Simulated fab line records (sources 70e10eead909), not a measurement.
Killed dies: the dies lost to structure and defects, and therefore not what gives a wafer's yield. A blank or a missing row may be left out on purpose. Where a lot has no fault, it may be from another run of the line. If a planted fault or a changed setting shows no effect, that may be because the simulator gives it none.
Chamber matching    flow nand_harc    4 sister chambers for NHARC_P_ZERO_WELL_DESCUM_54 on rie_diel-01
The step chemistry O2, time 3 s. 4 wafers are shown with their chamber, then 7 later ones without.

## EACH WAFER AND ITS CHAMBER
wafer   chamber  drypump_motor_current_A (A)
L088.4  1        6.0
L091.5  3        5.3
L093.1  0        6.7
L093.2  2        6.8

## WAFERS WITH NO CHAMBER GIVEN
wafer   drypump_motor_current_A (A)
L093.6  5.2
L096.2  6.7
L096.4  6.8
L096.6  5.2
L097.1  6.7
L097.2  6.7
L097.4  6.0

## EACH ONE'S CHAMBER
wafer   from the rows above      in truth
L093.6  3                        3
L096.2  can't be placed: 0 or 2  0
L096.4  can't be placed: 2 or 0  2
L096.6  3                        3
L097.1  can't be placed: 0 or 2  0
L097.2  can't be placed: 0 or 2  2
L097.4  1                        1
3 of 7 placed correctly. Can't be placed from these rows: 4 (the true chamber is among the candidates in 4). Placed wrongly: 0.
How it was worked out, from the rows above alone: a wafer's distance from a chamber is the root of the sum, over the readings, of the square of ((its reading less the chamber's mean) divided by the reading's scatter). The wafer belongs to the nearest chamber; if the next one is less than 2 further off, it can't be placed. A chamber's mean is the mean of its shown wafers. The scatter: with one shown wafer a chamber, the root of the mean of the squares of how far each hidden wafer lies from its nearest shown one.
